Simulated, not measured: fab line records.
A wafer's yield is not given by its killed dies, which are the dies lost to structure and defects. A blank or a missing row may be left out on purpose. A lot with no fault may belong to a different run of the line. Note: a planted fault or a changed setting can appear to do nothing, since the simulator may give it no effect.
Matching of chambers + flow n5-finfet + N5_BEOL_M9_ETCH_65 on rie-diel-04 has 4 sister chambers
The step etches SiARC in CF4, target depth 15.6 nm, time 26 s. 24 wafers are shown with their chamber, then 12 later ones without.

== EACH WAFER AND ITS CHAMBER ==
| wafer  | chamber | showerhead-plenum-p-Torr (Torr) | throttle-valve-pct (%) | oes-product-au (a.u.) |
|--------|---------|---------------------------------|------------------------|-----------------------|
| L076.2 | 0       | 2.20                            | 15.76                  | 0.83                  |
| L076.3 | 3       | 2.04                            | 15.91                  | 0.61                  |
| L076.4 | 1       | 2.16                            | 15.63                  | 0.66                  |
| L077.1 | 3       | 2.03                            | 15.91                  | 0.60                  |
| L077.2 | 0       | 2.20                            | 15.77                  | 0.83                  |
| L077.4 | 2       | 2.20                            | 15.67                  | 0.72                  |
| L080.3 | 3       | 2.03                            | 15.93                  | 0.61                  |
| L080.4 | 0       | 2.19                            | 15.76                  | 0.81                  |
| L080.5 | 0       | 2.19                            | 15.79                  | 0.80                  |
| L082.3 | 1       | 2.15                            | 15.62                  | 0.65                  |
| L082.4 | 3       | 2.03                            | 15.94                  | 0.59                  |
| L082.5 | 3       | 2.03                            | 15.95                  | 0.60                  |
| L084.2 | 1       | 2.15                            | 15.63                  | 0.65                  |
| L084.3 | 0       | 2.19                            | 15.79                  | 0.78                  |
| L084.6 | 1       | 2.15                            | 15.64                  | 0.65                  |
| L083.2 | 1       | 2.15                            | 15.63                  | 0.64                  |
| L083.5 | 3       | 2.03                            | 15.97                  | 0.59                  |
| L083.6 | 2       | 2.19                            | 15.70                  | 0.69                  |
| L086.1 | 1       | 2.15                            | 15.64                  | 0.65                  |
| L086.3 | 3       | 2.03                            | 15.97                  | 0.59                  |
| L086.5 | 0       | 2.19                            | 15.80                  | 0.78                  |
| L085.2 | 0       | 2.19                            | 15.80                  | 0.78                  |
| L085.5 | 0       | 2.19                            | 15.80                  | 0.78                  |
| L085.6 | 1       | 2.15                            | 15.64                  | 0.64                  |

SIGNATURES, as means of the wafers listed above
| reading                  | chamber 0 | chamber 1 | chamber 2 | chamber 3 | scatter within a chamber |
|--------------------------|-----------|-----------|-----------|-----------|--------------------------|
| showerhead-plenum-p-Torr | 2.1925    | 2.1514    | 2.1950    | 2.0314    | 0.00431                  |
| throttle-valve-pct       | 15.7837   | 15.6329   | 15.6850   | 15.9400   | 0.0184                   |
| oes-product-au           | 0.7988    | 0.6486    | 0.7050    | 0.5986    | 0.0153                   |
Rule: for a wafer and a chamber, the distance is found by dividing, reading by reading, the gap between the wafer's reading and the chamber's mean by the reading's scatter, squaring, summing and taking the root. The wafer belongs to the nearest chamber; if the next one is less than 2 further off, it can't be placed. The scatter: the root of (the sum of the squares of (reading less its chamber's mean) over the shown wafers, divided by (wafers less chambers)).

== WAFERS MISSING THEIR CHAMBER ==
| wafer  | showerhead-plenum-p-Torr (Torr) | throttle-valve-pct (%) | oes-product-au (a.u.) |
|--------|---------------------------------|------------------------|-----------------------|
| L088.1 | 2.19                            | 15.80                  | 0.77                  |
| L088.3 | 2.15                            | 15.66                  | 0.64                  |
| L088.4 | 2.03                            | 15.97                  | 0.59                  |
| L089.1 | 2.15                            | 15.66                  | 0.65                  |
| L089.4 | 2.19                            | 15.72                  | 0.69                  |
| L089.5 | 2.15                            | 15.65                  | 0.64                  |
| L093.3 | 2.19                            | 15.83                  | 0.76                  |
| L093.4 | 2.19                            | 15.73                  | 0.69                  |
| L093.6 | 2.02                            | 15.98                  | 0.58                  |
| L096.2 | 2.02                            | 16.00                  | 0.58                  |
| L096.4 | 2.18                            | 15.84                  | 0.75                  |
| L096.6 | 2.18                            | 15.85                  | 0.75                  |

== EACH ONE'S CHAMBER ==
| wafer  | from the rows above | in truth |
|--------|---------------------|----------|
| L088.1 | 0                   | 0        |
| L088.3 | 1                   | 1        |
| L088.4 | 3                   | 3        |
| L089.1 | 1                   | 1        |
| L089.4 | 2                   | 2        |
| L089.5 | 1                   | 1        |
| L093.3 | 0                   | 0        |
| L093.4 | 2                   | 2        |
| L093.6 | 3                   | 3        |
| L096.2 | 3                   | 3        |
| L096.4 | 0                   | 0        |
| L096.6 | 0                   | 0        |
12 of 12 placed correctly. Can't be placed from these rows: 0. Number placed wrongly: 0.
